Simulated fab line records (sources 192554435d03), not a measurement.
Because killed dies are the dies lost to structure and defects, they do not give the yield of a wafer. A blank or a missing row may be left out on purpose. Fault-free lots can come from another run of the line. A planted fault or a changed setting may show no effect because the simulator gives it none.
Struck lot and sound lot, side by side ; flow n5-finfet ; 45 steps out of a route of 1938
Sound: the wafers L846.3, L846.4, L846.5. Struck: wafer L858.6; the same lot's L858.1 was not struck, so it is left out; see the end for the cause.
Each step with rows lists, per side, the tool, then ch with its chambers, then its first start. Under that, the readings that differ: sound wafers ; struck wafers ; difference of the means ; sigmas: that difference in standard deviations of wafers without a fault.
alike: readings with means less than 2 such deviations apart, plus words and numbers identical on both sides. not compared: withheld readings, readings lacking a value on some wafer, bounds such as >300 that could conceal the same value, and numbers that have no deviation in the record and whose values overlap.
Wherever a step has rows on one side only, a row that says differs or no value, or a row with sigmas, the two part there. Numbers that don't overlap but have no deviation are shown without sigmas and don't part them. A reading that every wafer of one side lacks parts them only if that side has two wafers or more.

first, 11 steps without rows for these wafers: N5_BEOL_M4_DESCUM_33 (chemistry O2, time 7 s); N5_BEOL_M4_ETCH_77 (etches underlayer in N2/H2, target depth 6.5 nm, time 5.2 s); N5_BEOL_M4_ETCH_69 (etches SiARC in CF4, target depth 15.6 nm, time 26 s); N5_BEOL_M4_ALD_98 (deposits SiO2, target thk 2.5 nm, pulse time 1 s, co reactant pulse time 1 s); N5_BEOL_M4_ETCHBACK_99 (etches SiO2 in CHF3, target depth 5 nm, time 10.4 s); N5_BEOL_M4_ETCH_70 (etches SOC in N2/H2, target depth 80 nm, overetch 24 nm, time 130 s); N5_BEOL_M4_STRIP_71 (strips in N2/H2); N5_BEOL_M4_STRIP_78 (strips in N2/H2); N5_BEOL_M4_VIA_ETCH_34 (etches the open film in C4F6/O2, target depth 69.4 nm, time 65.9 s); N5_BEOL_M4_STRIP_83 (strips in C4F6/O2); N5_BEOL_M4_STRIP_36 (strips in N2/H2).
N5_BEOL_M4_TRENCH_ETCH_37: etches SiOC in C4F6/O2, target depth 55.555 nm, time 29.2 s.
  sound on rie-diel-03 ch 0,1,2, day 9 09:01; struck on rie-diel-03 ch 1, day 12 04:17
reading;sound;struck;difference;sigmas
model.BEOL_M4.feature-depth-nm (nm);56 57.2 55.6;29.4;-26.9;
model.etch.depth-nm (nm);55.91 57.18 55.65;29.33;-26.92;
model.TiN_of_BEOL_M4_HM_DEP_02.thk-nm (nm);17.8 17.8 17.6;18.8;+1.1;
  alike: drypump-motor-current-A, oes-product-au, rf-vpp-V, showerhead-plenum-p-Torr, throttle-valve-pct
  not compared: rf-hours-counter-h
then, 2 steps without rows for these wafers: N5_BEOL_M4_ETCH_41 (etches SiCN in CH3F/O2, target depth 29.9 nm, time 52.5 s); N5_BEOL_M4_STRIP_97 (strips in N2/H2, time 10 s).
N5_BEOL_M4_OCD_MEAS_38:
  sound on ocd-02, day 9 09:11; struck on ocd-02, day 12 04:27
reading;sound;struck;difference;sigmas
trench-depth-nm (nm);56.0 57.0 55.8;29.0;-27.3;-27
then, 25 steps without rows for these wafers: N5_BEOL_M4_HM_STRIP_39 (strips TiN in peroxide tin strip, target depth 25 nm, time 158 s); N5_BEOL_M4_SRD_40 (time 30 s); N5_BEOL_M4_PRECLEAN_42 (cleans in residue remover, time 60 s); N5_BEOL_M4_SRD_43 (time 30 s); N5_BEOL_M4_DEGAS_44 (time 60 s); N5_BEOL_M4_PRE_CLEAN_45 (time 30 s); N5_BEOL_M4_ALD_84 (deposits TaN, pulse time 2 s, purge time 3 s, co reactant purge time 2 s); N5_BEOL_M4_SURFACE_TREAT_85; N5_BEOL_M4_CVD_47 (deposits Co from CCTBA/H2, target thk 3 nm, time 223.8 s); N5_BEOL_M4_SPUTTER_48 (material Cu, target thk 4.5 nm, time 8.29 s); N5_BEOL_M4_ANNEAL_49 (time 240 s); N5_BEOL_M4_SPUTTER_79 (material Cu, target thk 4.5 nm, time 8.29 s); N5_BEOL_M4_ANNEAL_80 (time 240 s); N5_BEOL_M4_SPUTTER_81 (material Cu, target thk 4.5 nm, time 8.29 s); N5_BEOL_M4_ANNEAL_82 (time 240 s); N5_BEOL_M4_SPUTTER_86 (material Cu, target thk 4.5 nm, time 8.29 s); N5_BEOL_M4_ANNEAL_87 (time 240 s); N5_BEOL_M4_SPUTTER_88 (material Cu, target thk 4.5 nm, time 8.29 s); N5_BEOL_M4_ANNEAL_89 (time 240 s); N5_BEOL_M4_SPUTTER_90 (material Cu, target thk 4.5 nm, time 8.29 s); N5_BEOL_M4_ANNEAL_91 (time 240 s); N5_BEOL_M4_SPUTTER_92 (material Cu, target thk 4.5 nm, time 8.29 s); N5_BEOL_M4_ANNEAL_93 (time 240 s); N5_BEOL_M4_SPUTTER_94 (material Cu, target thk 4.5 nm, time 8.29 s); N5_BEOL_M4_ANNEAL_95 (time 240 s).
N5_BEOL_M4_CMP_52: polishes, stops on SiOC, t overpolish 6.8 s, target thk 40 nm.
  sound on cmp-01 ch 0,2,3, day 9 13:02; struck on cmp-01 ch 0, day 12 07:57
reading;sound;struck;difference;sigmas
model.Cu_of_BEOL_M4_ECD_50.thk-nm (nm);39.6 42 41.6;13.4;-27.7;
  alike: clearing-platen-down-force-psi, clearing-platen-rpm, motor-current-A
  not compared: pad-life-wafers
N5_BEOL_M4_THK_MEAS_53: measures by xrf.
  sound on film-metro-02, day 9 13:16; struck on film-metro-01, day 12 08:15
reading;sound;struck;difference;sigmas
M4_THK (nm);39.1 41.8 41.4;13.3;-27.5;-18
N5_BEOL_M4_RS_MEAS_58: measurement is done with a four-point probe.
  sound on film-metro-01, day 9 13:33; struck on film-metro-01, day 12 08:31
reading;sound;struck;difference;sigmas
M4_RS (ohm/sq);0.68 0.63 0.64;2.97;+2.32;+70
N5_BEOL_M4_RC_MEAS_101:
  the record has rows for the sound wafers here (prober-01 ch 0, day 9 13:55) and none for the struck ones
-- record jumps: 4 days separate the struck wafers' starts on either side; left off in module BEOL_M4, taken up again in module PASSIVATION, whose first shown step is the route's number 1936 --
N5_PASSIVATION_PROBE_49:
  the record has rows for the struck wafers here (prober-02, day 16 19:10) and none for the sound ones

## WHERE THEY PART
Earliest at N5_BEOL_M4_OCD_MEAS_38; latest, in this record, at N5_PASSIVATION_PROBE_49.

WHY: what had been put in by the simulator
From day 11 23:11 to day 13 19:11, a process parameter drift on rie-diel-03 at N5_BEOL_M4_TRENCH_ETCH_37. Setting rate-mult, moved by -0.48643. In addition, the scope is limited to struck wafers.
